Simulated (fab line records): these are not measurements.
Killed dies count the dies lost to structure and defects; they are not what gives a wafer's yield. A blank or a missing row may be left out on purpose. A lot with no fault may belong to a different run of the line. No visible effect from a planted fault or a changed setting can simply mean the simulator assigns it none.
fab line records	flow nand_harc
record lots=13	wafers=39	last_day=24
route steps=1159 shown P_GATE@202 END@1159
lots that met no fault: taken from a fault-free run of the same line
start_h: hours from the record's opening day to when the first of the lot's shown wafers began	wait_h: hours from the lot's prior step to this one	" repeats the value in the row above	L1.1+2: several wafers, shown together as one row	- no value, or no start given	* or withheld: withheld	< > ~ a bound
route shown NAME@n: a module of which the file shows steps, and the number in the route of the first	usual: mean/standard deviation taken from wafers without a fault	same: alike in all rows	chamber/n: place in a boat	sites: readings site by site	_std_site: standard deviation across them	_edge_site: mean of outer sites minus mean of inner sites	radius_mm: how far each site lies from the wafer's centre	mask NAME#n: copy n	behind: the tool/chamber that last shaped the wafer	hold: the reason the lot was held/the length of the hold in hours/how it ended	device: names the non-switching transistor (n, p or np)	end of line: the route-end tests of the same wafers	a step without rows: its recipe alone	killed: dies lost to structure and defects at the first sort, not the wafer's yield	map: a wafer's dies, marking killed ones x, the rest . and places with no die _
set.NAME: the setting that was run; set.NAME@STEP: the one run at that earlier step	model.NAME: the simulator's own value behind a step, which no gauge read
one table for each step of the route and one row for each wafer, over a sample of lots
services: from which hour (start_h, from the record's first day; less than 0 if before it) a tool's chamber was out of use, for how many hours, and why
## steps
# step NHARC_P_GATE_DESCUM_93
# recipe time_s=3	o2_flow_sccm=200	ar_flow_sccm=0	bias_power_w=0	chemistry=O2
# usual drypump_motor_current_A=6.0/0.4	oes_product_au=0.993/0.011	rf_vpp_V=57.7/0.89	showerhead_plenum_p_Torr=1.90/0.098	throttle_valve_pct=11.311/0.0093
lot.wafer	tool	chamber	start_h	wait_h	drypump_motor_current_A	oes_product_au	rf_hours_counter_h	rf_vpp_V	showerhead_plenum_p_Torr	throttle_valve_pct
L153.2	rie_diel-03	3	107.08	-	6.7	0.978	13	58.0	1.87	11.331
L153.3	"	2	"	"	5.5	0.985	10	57.1	2.03	11.315
L153.5	"	0	"	"	5.9	1.001	-	57.2	1.91	11.314
L156.3	rie_diel-12	0	126.41	-	6.1	1.006	34	56.9	2.01	11.318
L156.2	"	1	"	"	5.9	1.012	35	57.4	1.78	11.322
L156.5	"	1	"	"	5.9	1.014	-	56.6	1.78	11.328
L158.2	rie_diel-11	0	140.71	-	5.7	0.996	40	58.4	1.83	11.310
L158.4	"	1	"	"	5.7	1.020	31	60.0	2.07	11.313
L158.6	"	0	"	"	5.8	0.986	-	56.4	1.83	11.317
L163.4	rie_diel-11	3	172.36	-	6.6	1.001	53	55.9	1.81	11.297
L163.1	"	2	"	"	6.1	1.006	54	57.9	1.77	11.301
L163.5	"	3	"	"	6.6	0.993	-	58.5	1.81	11.313
L165.2	rie_diel-11	2	183.50	-	6.1	1.004	58	57.8	1.77	11.303
L165.4	"	3	"	"	6.6	0.979	57	57.9	1.81	11.319
L165.5	"	2	"	"	6.1	0.998	-	55.6	1.77	11.310
L164.1	rie_diel-03	1	184.54	-	6.0	0.992	28	57.3	1.80	11.307
L164.4	"	3	"	"	6.7	0.976	28	56.5	1.87	11.326
L164.6	"	1	"	"	6.0	1.001	-	57.6	1.80	11.309
L166.2	rie_diel-12	1	188.45	-	5.9	1.009	58	57.2	1.78	11.328
L166.3	"	3	"	"	5.5	0.978	59	58.3	1.99	11.299
L166.6	"	1	"	"	6.0	1.001	-	59.0	1.78	11.313
L169.4	rie_diel-11	3	208.75	-	6.6	0.990	5	58.2	1.80	11.314
L169.1	"	1	"	"	5.7	1.003	5	58.4	2.06	11.307
L169.6	"	2	"	"	6.1	0.993	-	57.6	2.07	11.320
L171.1	rie_diel-12	1	213.63	-	5.9	1.000	0	57.6	2.08	11.301
L171.2	"	2	"	"	5.3	0.985	0	57.1	1.82	11.323
L171.6	"	2	"	"	5.3	0.989	-	57.0	1.82	11.308
L173.1	rie_diel-03	3	227.41	-	6.7	0.983	0	57.4	1.86	11.302
L173.3	"	0	"	"	5.9	0.995	0	56.8	1.90	11.299
L173.6	"	2	"	"	5.5	0.984	-	58.0	2.02	11.310
L172.4	rie_diel-03	1	228.30	-	6.1	0.991	0	57.9	1.79	11.318
L172.1	"	3	"	"	6.6	0.981	0	57.5	1.86	11.325
L172.6	"	1	"	"	6.0	1.003	-	58.0	1.79	11.305
L174.4	rie_diel-12	2	236.30	-	5.3	0.987	9	57.2	1.82	11.302
L174.2	"	0	"	"	6.1	0.984	9	57.1	2.00	11.297
L174.5	"	2	"	"	5.3	0.986	-	57.4	1.82	11.315
L175.4	rie_diel-11	1	237.20	-	5.7	1.000	16	58.4	2.05	11.320
L175.2	"	3	"	"	6.6	0.999	18	57.5	1.80	11.308
L175.6	"	0	"	"	5.8	0.994	-	57.0	1.82	11.317
# step NHARC_P_GATE_STRIP_113
# recipe power_w=1500	temp_c=110	time_s=740	chemistry=N2/H2
# usual drypump_motor_current_A=6.1/0.33	heater_power_w=82/10
lot.wafer	tool	chamber	start_h	wait_h	drypump_motor_current_A	heater_power_w	rf_hours_counter_h
L153.2	plasma_asher-02	0	107.57	0.3	5.7	71	34
L153.3	"	1	"	"	6.1	79	-
L153.5	"	0	"	"	5.7	71	-
L156.2	plasma_asher-02	1	126.90	0.3	6.1	81	40
L156.3	"	0	"	"	5.7	73	-
L156.5	"	1	"	"	6.1	83	-
L158.2	plasma_asher-02	1	141.18	0.3	6.1	81	48
L158.4	"	1	"	"	6.1	82	-
L158.6	"	0	"	"	5.7	73	-
L163.1	plasma_asher-02	1	172.94	0.4	6.1	81	56
L163.4	"	1	"	"	6.1	83	-
L163.5	"	0	"	"	5.7	73	-
L165.2	plasma_asher-01	1	184.54	0.8	6.5	87	23
L165.4	"	1	"	"	6.5	88	-
L165.5	"	1	"	"	6.5	87	-
L164.1	plasma_asher-01	0	185.89	1.2	6.5	101	25
L164.4	"	0	"	"	6.4	101	-
L164.6	"	0	"	"	6.5	101	-
L166.2	plasma_asher-01	1	192.06	3.4	6.5	88	27
L166.3	"	1	"	"	6.5	87	-
L166.6	"	0	"	"	6.5	103	-
L169.1	plasma_asher-02	1	209.23	0.3	6.1	74	5
L169.4	"	0	"	"	5.7	73	-
L169.6	"	0	"	"	5.7	71	-
L171.2	plasma_asher-02	1	214.00	0.2	6.1	78	8
L171.1	"	0	"	"	5.7	73	8
L171.6	"	0	"	"	5.7	73	-
L173.1	plasma_asher-02	0	227.89	0.3	5.7	74	12
L173.3	"	1	"	"	6.1	76	-
L173.6	"	0	"	"	5.7	74	-
L172.1	plasma_asher-02	1	228.79	0.3	6.1	77	13
L172.4	"	0	"	"	5.7	74	-
L172.6	"	1	"	"	6.1	76	-
L174.2	plasma_asher-01	0	236.79	0.3	6.5	100	46
L174.4	"	0	"	"	6.5	101	-
L174.5	"	0	"	"	6.5	101	-
L175.2	plasma_asher-02	1	237.57	0.2	6.1	76	16
L175.4	"	0	"	"	5.7	72	-
L175.6	"	1	"	"	6.1	76	-
# step NHARC_P_GATE_STRIP_95
# recipe power_w=1500	temp_c=250	chemistry=O2
# usual drypump_motor_current_A=6.1/0.33	heater_power_w=308/38
lot.wafer	tool	chamber	start_h	wait_h	drypump_motor_current_A	heater_power_w	rf_hours_counter_h
L153.2	plasma_asher-02	0	108.19	0.5	5.7	255	34
L153.3	"	1	"	"	6.1	312	-
L153.5	"	0	"	"	5.7	263	-
L156.2	plasma_asher-02	1	127.51	0.5	6.1	302	41
L156.3	"	0	"	"	5.7	266	-
L156.5	"	1	"	"	6.1	309	-
L158.2	plasma_asher-02	1	141.79	0.5	6.1	303	48
L158.4	"	1	"	"	6.1	314	-
L158.6	"	0	"	"	5.7	272	-
L163.1	plasma_asher-02	1	173.65	0.6	6.1	312	57
L163.4	"	1	"	"	6.1	313	-
L163.5	"	0	"	"	5.7	273	-
L165.2	plasma_asher-01	1	185.15	0.5	6.5	334	24
L165.4	"	1	"	"	6.5	328	-
L165.5	"	1	"	"	6.5	324	-
L164.1	plasma_asher-01	0	186.49	0.5	6.5	374	25
L164.4	"	0	"	"	6.4	381	-
L164.6	"	0	"	"	6.5	381	-
L166.2	plasma_asher-01	1	192.77	0.6	6.5	335	28
L166.3	"	1	"	"	6.5	333	-
L166.6	"	0	"	"	6.4	372	-
L169.1	plasma_asher-02	1	209.84	0.5	6.1	280	6
L169.4	"	0	"	"	5.7	274	-
L169.6	"	0	"	"	5.7	273	-
L171.2	plasma_asher-02	1	214.71	0.6	6.1	282	8
L171.1	"	0	"	"	5.7	271	8
L171.6	"	0	"	"	5.7	276	-
L173.1	plasma_asher-02	0	228.50	0.5	5.7	282	13
L173.3	"	1	"	"	6.1	292	-
L173.6	"	0	"	"	5.7	281	-
L172.1	plasma_asher-02	1	229.40	0.5	6.1	292	14
L172.4	"	0	"	"	5.7	275	-
L172.6	"	1	"	"	6.1	290	-
L174.2	plasma_asher-01	0	237.39	0.5	6.5	387	46
L174.4	"	0	"	"	6.5	375	-
L174.5	"	0	"	"	6.5	378	-
L175.2	plasma_asher-02	1	238.29	0.6	6.1	281	17
L175.4	"	0	"	"	5.7	276	-
L175.6	"	1	"	"	6.1	296	-
# step NHARC_P_GATE_STRIP_96
# recipe time_s=900	temp_c=130	chemistry=SPM
# usual bath_guard_temp_C=130.2/0.49	bath_heat_duty_pct=14.0/1.7
lot.wafer	tool	chamber	start_h	wait_h	bath_guard_temp_C	bath_heat_duty_pct
L153.2	wet_bench-07	4	108.40	0.2	130.1	14.9
L153.3	"	7	"	"	130.4	15.9
L153.5	"	0	"	"	131.1	14.2
L156.5	wet_bench-07	0	127.73	0.2	131.0	13.2
L156.3	"	2	"	"	130.7	11.9
L156.2	"	3	"	"	130.8	10.7
L158.4	wet_bench-07	3	142.01	0.2	130.9	11.2
L158.6	"	4	"	"	129.8	12.8
L158.2	"	6	"	"	129.5	12.0
L163.4	wet_bench-01	6	173.90	0.2	130.1	15.6
L163.5	"	7	"	"	129.8	15.0
L163.1	"	1	"	"	130.1	13.1
L165.5	wet_bench-07	4	185.36	0.2	-	-
L165.4	"	5	"	"	-	-
L165.2	"	7	"	"	-	-
L164.1	wet_bench-07	6	186.71	0.2	-	-
L164.6	"	7	"	"	-	-
L164.4	"	0	"	"	-	-
L166.3	wet_bench-07	4	192.98	0.2	-	-
L166.2	"	7	"	"	-	-
L166.6	"	1	"	"	-	-
L169.4	wet_bench-01	3	210.06	0.2	130.1	16.0
L169.6	"	5	"	"	130.7	16.5
L169.1	"	7	"	"	130.1	15.6
L171.1	wet_bench-07	7	214.94	0.2	130.4	17.6
L171.6	"	0	"	"	130.8	14.1
L171.2	"	3	"	"	130.6	11.2
L173.3	wet_bench-07	6	228.70	0.2	129.7	13.8
L173.1	"	1	"	"	129.9	12.4
L173.6	"	3	"	"	131.3	11.8
L172.1	wet_bench-07	0	229.62	0.2	131.1	13.8
L172.4	"	1	"	"	130.1	14.6
L172.6	"	2	"	"	130.6	10.9
L174.5	wet_bench-07	4	237.60	0.2	129.4	13.7
L174.4	"	6	"	"	129.6	13.4
L174.2	"	0	"	"	131.0	14.1
L175.6	wet_bench-01	4	238.50	0.2	129.9	15.4
L175.2	"	6	"	"	130.3	14.9
L175.4	"	1	"	"	130.2	13.4
# step NHARC_END_SORT_01
# recipe temp_c=25
# usual killed_at_array=25/10	killed_at_other=0.6/0.91	killed_at_periphery=3.6/2.9	killed_dies=29/10	killed_open=3.3/2	killed_short=1.9/1.5
# same gross_dies=677
lot.wafer	tool	chamber	start_h	wait_h	killed_at_array	killed_at_other	killed_at_periphery	killed_dies	killed_open	killed_short
L156.2	prober-02	0	461.07	2.8	43	0	4	47	7	1
L156.3	prober-02	0	461.86	3.1	30	1	8	39	2	3
L156.5	prober-02	0	463.45	3.7	43	0	4	47	13	6
L153.2	prober-01	0	468.34	2.8	20	1	6	27	4	2
L153.3	prober-01	0	469.14	3.1	34	0	3	37	5	4
L153.5	prober-01	0	470.76	3.7	29	1	2	32	6	2
L158.2	prober-01	0	492.45	2.8	33	0	4	37	6	4
L158.4	prober-01	0	494.07	3.4	19	0	2	21	5	1
L158.6	prober-01	0	495.68	4.0	31	0	2	33	6	0
L164.1	prober-02	0	507.23	2.5	30	1	3	34	2	3
L164.4	prober-02	0	509.61	3.4	28	1	2	31	4	3
L164.6	prober-02	0	511.19	4.0	27	1	2	30	6	2
L163.1	prober-01	0	507.28	2.5	17	4	4	25	2	3
L163.4	prober-01	0	509.69	3.4	19	3	6	28	5	2
L163.5	prober-01	0	510.49	3.7	16	1	3	20	4	1
L165.2	prober-02	0	515.77	2.8	19	0	3	22	4	3
L165.4	prober-02	0	517.35	3.4	24	1	1	26	5	0
L165.5	prober-02	0	518.14	3.7	27	0	3	30	3	1
L166.6	prober-02	0	536.37	4.0	50	0	0	50	2	1
L171.1	prober-01	0	540.33	2.5	10	0	2	12	0	1
L171.2	prober-01	0	541.12	2.8	15	0	2	17	1	0
L171.6	prober-01	0	544.29	4.0	18	1	5	24	7	1
L169.1	prober-01	0	548.32	2.5	36	2	2	40	2	1
L169.4	prober-01	0	550.73	3.4	33	0	3	36	2	3
L169.6	prober-01	0	552.34	4.0	37	2	2	41	2	0
L172.1	prober-01	0	559.32	2.5	28	0	2	30	4	3
L172.4	prober-01	0	561.73	3.4	33	0	8	41	3	1
L172.6	prober-01	0	563.35	4.0	24	1	3	28	1	2
L174.2	prober-02	0	560.07	2.8	30	1	0	31	4	0
L174.4	prober-02	0	561.65	3.4	46	2	4	52	4	4
L174.5	prober-02	0	562.44	3.7	36	0	1	37	0	0
L175.2	prober-02	0	567.81	2.8	30	3	0	33	1	2
L175.4	prober-02	0	569.41	3.4	33	0	5	38	6	2
L175.6	prober-02	0	571.02	4.0	34	1	1	36	4	0
L173.1	prober-01	0	573.20	2.5	14	0	8	22	4	0
L173.3	prober-01	0	574.81	3.1	13	0	4	17	5	2
L173.6	prober-01	0	577.22	4.0	14	0	8	22	4	3
# killed by level:class
L156.2 A_CHANNEL_HOLE_D1:chamber_film_flake=17 A_SLIT:chamber_film_flake=14 A_CONTACT:chamber_film_flake=6 P_M1:geometric_particle:open=2 A_BLC:geometric_particle:open=2 P_M0:geometric_particle:open=1 A_ONON_D1:geometric_particle:short=1 A_CHANNEL_FILL_D1:geometric_particle:open=1
L156.3 A_CHANNEL_HOLE_D1:chamber_film_flake=11 A_SLIT:chamber_film_flake=8 A_CONTACT:chamber_film_flake=7 P_M2:chamber_film_flake=4 P_GATE:geometric_particle:open=1 A_ONON_D1:geometric_particle:short=1 A_CHANNEL_HOLE_D1:geometric_particle:short=1 A_SGD_CUT:geometric_particle:short=1
L156.5 A_SLIT:chamber_film_flake=12 A_CHANNEL_HOLE_D1:chamber_film_flake=7 A_CONTACT:chamber_film_flake=7 A_CONTACT:geometric_particle:open=4 A_ONON_D1:geometric_particle:short=2 A_CHANNEL_FILL_D1:geometric_particle:open=2 A_BLC:geometric_particle:open=2 A_M0:geometric_particle:open=2
L153.2 A_SLIT:chamber_film_flake=11 A_CONTACT:chamber_film_flake=5 P_M0:geometric_particle:open=2 P_GATE:geometric_particle:open=1 P_M1:geometric_particle:open=1 A_CHANNEL_FILL_D1:geometric_particle:short=1 P_ZERO_WELL:chamber_film_flake=1 P_GATE:chamber_film_flake=1
L153.3 A_SLIT:chamber_film_flake=9 A_CONTACT:chamber_film_flake=7 A_CHANNEL_HOLE_D1:chamber_film_flake=6 A_SGD_CUT:chamber_film_flake=4 P_M0:geometric_particle:open=2 A_CHANNEL_FILL_D1:geometric_particle:short=2 P_M0:geometric_particle:short=1 A_SGD_CUT:geometric_particle:open=1
L153.5 A_SLIT:chamber_film_flake=9 A_CONTACT:chamber_film_flake=6 A_CHANNEL_HOLE_D1:chamber_film_flake=4 A_SGD_CUT:chamber_film_flake=2 P_M0:geometric_particle:short=1 P_M0:geometric_particle:open=1 A_CHANNEL_HOLE_D1:geometric_particle:short=1 A_CHANNEL_HOLE_D1:geometric_particle:open=1
L158.2 A_SLIT:chamber_film_flake=13 A_CHANNEL_HOLE_D1:chamber_film_flake=5 P_CONTACT:geometric_particle:open=3 A_CONTACT:geometric_particle:open=2 A_ZERO_WELL:chamber_film_flake=2 A_STAIRCASE:chamber_film_flake=2 A_CONTACT:chamber_film_flake=2 A_CHANNEL_FILL_D1:geometric_particle:short=1
L158.4 A_SLIT:chamber_film_flake=6 A_M1:chamber_film_flake=3 A_CONTACT:geometric_particle:open=2 A_CHANNEL_HOLE_D1:chamber_film_flake=2 A_SOURCE_PLATE:geometric_particle:open=1 A_CHANNEL_FILL_D1:geometric_particle:open=1 A_WL_FILL:geometric_particle:short=1 A_WL_FILL:geometric_particle:open=1
L158.6 A_CHANNEL_HOLE_D1:chamber_film_flake=13 A_SLIT:chamber_film_flake=8 A_CONTACT:chamber_film_flake=3 P_M0:geometric_particle:open=2 A_CHANNEL_FILL_D1:geometric_particle:open=2 A_M1:chamber_film_flake=2 A_CHANNEL_HOLE_D1:geometric_particle:open=1 A_CONTACT:geometric_particle:open=1
L164.1 A_SLIT:chamber_film_flake=14 A_STAIRCASE:chamber_film_flake=6 A_CONTACT:chamber_film_flake=4 A_CHANNEL_HOLE_D1:geometric_particle:short=2 A_CHANNEL_HOLE_D1:chamber_film_flake=2 P_M0:geometric_particle:open=1 P_M0:geometric_particle:short=1 P_M1:geometric_particle:open=1
L163.1 A_CONTACT:chamber_film_flake=7 A_CHANNEL_HOLE_D1:chamber_film_flake=4 THIN_TSV:chamber_film_flake=3 P_M1:chamber_film_flake=2 A_M0:chamber_film_flake=2 P_M2:geometric_particle:short=1 A_ONON_D1:geometric_particle:short=1 A_CONTACT:geometric_particle:open=1
L164.4 A_SLIT:chamber_film_flake=12 A_CHANNEL_HOLE_D1:chamber_film_flake=3 A_STAIRCASE:chamber_film_flake=3 A_CONTACT:chamber_film_flake=2 P_CONTACT:geometric_particle:open=1 A_CHANNEL_FILL_D1:geometric_particle:short=1 A_SGD_CUT:geometric_particle:short=1 A_SLIT:geometric_particle:open=1
L163.4 A_CHANNEL_HOLE_D1:chamber_film_flake=4 A_STAIRCASE:chamber_film_flake=4 P_M1:chamber_film_flake=3 A_CONTACT:chamber_film_flake=3 THIN_TSV:chamber_film_flake=3 A_CONTACT:geometric_particle:open=2 P_M0:geometric_particle:short=1 P_M2:geometric_particle:open=1
L163.5 A_STAIRCASE:chamber_film_flake=5 A_CHANNEL_HOLE_D1:chamber_film_flake=3 A_CONTACT:chamber_film_flake=3 A_WL_FILL:chamber_film_flake=2 P_STI:geometric_particle:open=1 P_GATE:geometric_particle:open=1 P_CONTACT:geometric_particle:open=1 A_WL_FILL:geometric_particle:short=1
L164.6 A_SLIT:chamber_film_flake=12 A_CHANNEL_HOLE_D1:chamber_film_flake=3 A_STAIRCASE:chamber_film_flake=3 A_CONTACT:geometric_particle:open=2 P_GATE:chamber_film_flake=2 A_ONON_D1:geometric_particle:open=1 A_CHANNEL_HOLE_D1:geometric_particle:short=1 A_CHANNEL_FILL_D1:geometric_particle:open=1
L165.2 A_CHANNEL_HOLE_D1:chamber_film_flake=7 A_STAIRCASE:chamber_film_flake=5 A_CONTACT:geometric_particle:open=2 A_CHANNEL_HOLE_D1:geometric_particle:short=1 A_CHANNEL_FILL_D1:geometric_particle:short=1 A_STAIRCASE:geometric_particle:open=1 A_CONTACT:geometric_particle:short=1 A_M0:geometric_particle:open=1
L165.4 A_CHANNEL_HOLE_D1:chamber_film_flake=13 A_STAIRCASE:chamber_film_flake=3 A_WL_FILL:geometric_particle:open=2 A_ONON_D1:geometric_particle:open=1 A_CONTACT:geometric_particle:open=1 A_BLC:geometric_particle:open=1 P_ZERO_WELL:chamber_film_flake=1 A_CHANNEL_FILL_D1:chamber_film_flake=1
L165.5 A_CHANNEL_HOLE_D1:chamber_film_flake=19 P_ZERO_WELL:chamber_film_flake=2 A_ZERO_WELL:chamber_film_flake=2 A_STAIRCASE:chamber_film_flake=2 P_M1:geometric_particle:open=1 A_CHANNEL_FILL_D1:geometric_particle:open=1 A_WL_FILL:geometric_particle:short=1 A_M1:geometric_particle:open=1
L166.6 A_CHANNEL_HOLE_D1:chamber_film_flake=23 A_SLIT:chamber_film_flake=15 A_STAIRCASE:chamber_film_flake=3 A_WL_FILL:chamber_film_flake=3 A_CONTACT:chamber_film_flake=3 A_CONTACT:geometric_particle:open=2 A_CHANNEL_FILL_D1:geometric_particle:short=1
L171.1 A_CHANNEL_HOLE_D1:chamber_film_flake=4 P_GATE:chamber_film_flake=2 A_STAIRCASE:chamber_film_flake=2 A_ONON_D1:geometric_particle:short=1 A_CONTACT:chamber_film_flake=1 A_BLC:chamber_film_flake=1 A_BONDPAD:chamber_film_flake=1
L171.2 A_STAIRCASE:chamber_film_flake=6 A_CHANNEL_HOLE_D1:chamber_film_flake=3 P_GATE:chamber_film_flake=2 A_CHANNEL_FILL_D1:chamber_film_flake=2 A_BLC:chamber_film_flake=2 A_CHANNEL_HOLE_D1:geometric_particle:open=1 A_CONTACT:chamber_film_flake=1
L171.6 A_CHANNEL_HOLE_D1:chamber_film_flake=7 P_CONTACT:geometric_particle:open=3 A_STAIRCASE:chamber_film_flake=3 A_BLC:chamber_film_flake=3 P_M0:geometric_particle:open=1 A_ONON_D1:geometric_particle:open=1 A_CHANNEL_FILL_D1:geometric_particle:open=1 A_CHANNEL_FILL_D1:geometric_particle:short=1
L169.1 A_SLIT:chamber_film_flake=17 A_STAIRCASE:chamber_film_flake=10 A_CONTACT:chamber_film_flake=5 THIN_TSV:chamber_film_flake=2 A_ONON_D1:geometric_particle:short=1 A_CHANNEL_HOLE_D1:chamber_film_flake=1 A_CHANNEL_FILL_D1:geometric_particle:open=1 A_CONTACT:geometric_particle:open=1
L169.4 A_SLIT:chamber_film_flake=13 A_CHANNEL_HOLE_D1:chamber_film_flake=6 A_CONTACT:chamber_film_flake=6 A_STAIRCASE:chamber_film_flake=4 P_M0:geometric_particle:open=1 P_M2:geometric_particle:short=1 A_ONON_D1:geometric_particle:open=1 A_CHANNEL_FILL_D1:geometric_particle:short=1
L169.6 A_SLIT:chamber_film_flake=16 A_CONTACT:chamber_film_flake=8 A_STAIRCASE:chamber_film_flake=5 A_CHANNEL_HOLE_D1:chamber_film_flake=3 P_ZERO_WELL:chamber_film_flake=2 A_BLC:chamber_film_flake=2 THIN_TSV:chamber_film_flake=2 A_WL_FILL:geometric_particle:open=1
L172.1 A_CHANNEL_HOLE_D1:chamber_film_flake=9 A_CONTACT:chamber_film_flake=7 A_WL_FILL:chamber_film_flake=3 P_M0:geometric_particle:short=1 A_ONON_D1:geometric_particle:short=1 A_CHANNEL_HOLE_D1:geometric_particle:open=1 A_CHANNEL_FILL_D1:geometric_particle:short=1 A_CHANNEL_FILL_D1:geometric_particle:open=1
L174.2 A_CHANNEL_HOLE_D1:chamber_film_flake=20 A_CONTACT:chamber_film_flake=3 A_BLC:chamber_film_flake=3 A_ONON_D1:geometric_particle:open=1 A_CONTACT:geometric_particle:open=1 A_BLC:geometric_particle:open=1 STARTING-WAFER:geometric_particle:open=1 A_STAIRCASE:chamber_film_flake=1
L174.4 A_CHANNEL_HOLE_D1:chamber_film_flake=36 A_CONTACT:chamber_film_flake=3 A_CHANNEL_FILL_D1:geometric_particle:short=2 A_CONTACT:geometric_particle:open=2 P_M0:geometric_particle:open=1 A_SOURCE_PLATE:geometric_particle:short=1 A_M0:geometric_particle:open=1 P_ZERO_WELL:chamber_film_flake=1
L172.4 A_CHANNEL_HOLE_D1:chamber_film_flake=12 A_CONTACT:chamber_film_flake=6 A_BLC:chamber_film_flake=5 P_STI:chamber_film_flake=4 A_STAIRCASE:chamber_film_flake=3 P_GATE:chamber_film_flake=2 A_SGD_CUT:chamber_film_flake=2 A_WL_FILL:chamber_film_flake=2
L174.5 A_CHANNEL_HOLE_D1:chamber_film_flake=23 A_BLC:chamber_film_flake=5 A_STAIRCASE:chamber_film_flake=4 P_M0:chamber_film_flake=1 A_CHANNEL_FILL_D1:chamber_film_flake=1 A_SLIT:chamber_film_flake=1 A_WL_FILL:chamber_film_flake=1 A_CONTACT:chamber_film_flake=1
L172.6 A_CONTACT:chamber_film_flake=8 A_CHANNEL_HOLE_D1:chamber_film_flake=5 A_STAIRCASE:chamber_film_flake=4 A_WL_FILL:chamber_film_flake=2 A_SOURCE_PLATE:geometric_particle:short=1 A_CHANNEL_FILL_D1:geometric_particle:open=1 A_WL_FILL:geometric_particle:short=1 P_STI:chamber_film_flake=1
L175.2 A_SLIT:chamber_film_flake=13 A_CHANNEL_HOLE_D1:chamber_film_flake=8 THIN_TSV:chamber_film_flake=3 A_WL_FILL:chamber_film_flake=2 A_CONTACT:chamber_film_flake=2 A_ONON_D1:geometric_particle:short=1 A_CHANNEL_HOLE_D1:geometric_particle:short=1 A_WL_FILL:geometric_particle:open=1
L175.4 A_SLIT:chamber_film_flake=15 A_CONTACT:chamber_film_flake=5 A_CHANNEL_HOLE_D1:chamber_film_flake=4 P_CONTACT:geometric_particle:open=2 A_CONTACT:geometric_particle:open=2 A_STAIRCASE:chamber_film_flake=2 A_WL_FILL:chamber_film_flake=2 P_CONTACT:geometric_particle:short=1
L175.6 A_SLIT:chamber_film_flake=19 A_CONTACT:chamber_film_flake=4 A_CONTACT:geometric_particle:open=2 A_ZERO_WELL:chamber_film_flake=2 A_CHANNEL_HOLE_D1:chamber_film_flake=2 A_STAIRCASE:chamber_film_flake=2 A_WL_FILL:chamber_film_flake=2 P_M0:geometric_particle:open=1
L173.1 A_CHANNEL_HOLE_D1:chamber_film_flake=8 P_GATE:chamber_film_flake=5 A_STAIRCASE:chamber_film_flake=2 A_WL_FILL:chamber_film_flake=2 P_CONTACT:geometric_particle:open=1 P_M0:geometric_particle:open=1 A_CHANNEL_FILL_D1:geometric_particle:open=1 A_SGD_CUT:geometric_particle:open=1
L173.3 A_CHANNEL_HOLE_D1:chamber_film_flake=5 A_CONTACT:chamber_film_flake=2 P_M0:geometric_particle:open=1 P_M2:geometric_particle:open=1 A_SOURCE_PLATE:geometric_particle:short=1 A_ONON_D1:geometric_particle:short=1 A_CONTACT:geometric_particle:open=1 A_BLC:geometric_particle:open=1
L173.6 A_CHANNEL_HOLE_D1:chamber_film_flake=5 A_CONTACT:chamber_film_flake=3 P_ZERO_WELL:chamber_film_flake=2 P_GATE:chamber_film_flake=2 A_STAIRCASE:chamber_film_flake=2 P_GATE:geometric_particle:short=1 P_CONTACT:geometric_particle:open=1 P_M0:geometric_particle:short=1
## services
tool	chamber	start_h	hours	kind
wet_bench-07	-	96.00	8.0	pm
plasma_asher-01	-	99.00	9.0	pm
wet_bench-07	0	104.00	-	consumable_replace:bath
wet_bench-07	0	104.00	-	consumable_replace:filter
wet_bench-07	1	104.00	-	consumable_replace:bath
wet_bench-07	1	104.00	-	consumable_replace:filter
wet_bench-07	2	104.00	-	consumable_replace:bath
wet_bench-07	2	104.00	-	consumable_replace:filter
wet_bench-07	3	104.00	-	consumable_replace:bath
wet_bench-07	3	104.00	-	consumable_replace:filter
wet_bench-07	4	104.00	-	consumable_replace:bath
wet_bench-07	4	104.00	-	consumable_replace:filter
rie_diel-11	1	104.11	4.5	repair
plasma_asher-01	-	123.99	6.7	repair
rie_diel-03	3	148.73	7.9	repair
rie_diel-11	-	155.07	0.5	repair
plasma_asher-02	-	183.02	9.0	pm
plasma_asher-02	0	183.02	11.9	vent_cycle
plasma_asher-02	1	183.02	11.9	vent_cycle
plasma_asher-01	-	187.74	3.9	repair
rie_diel-11	-	189.52	9.0	pm
rie_diel-12	-	202.53	9.0	pm
wet_bench-01	-	213.60	8.0	pm
rie_diel-03	-	215.30	9.0	pm
## key
first_sign step=NHARC_P_GATE_STRIP_96	reading=tool_record	direction=missing
effect none on later readings
met_at NHARC_P_GATE_STRIP_96
struck_lots L164,L165,L166
rows_end L166.2,L166.3
tester_left_out L164,L165,L166
not_acting_at NHARC_P_GATE_DESCUM_93,NHARC_P_GATE_STRIP_113,NHARC_P_GATE_STRIP_95
onset_between 142.01 185.36
fault kind=skipped_step_whole	tool=wet_bench-07	chamber=-	onset_h=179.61	steps=NHARC_P_GATE_STRIP_96	scope=struck_lots_only
# tester_left_out: of these lots the tester's yield and bins aren't shown, on N5 and GAA mostly nor the transistor test; their killed dies are dies lost to structure and defects alone, not to doping, threshold or leakage, so they don't give the yield
# rows_end: these wafers met a further fault down the route, and their rows from its step on are left out
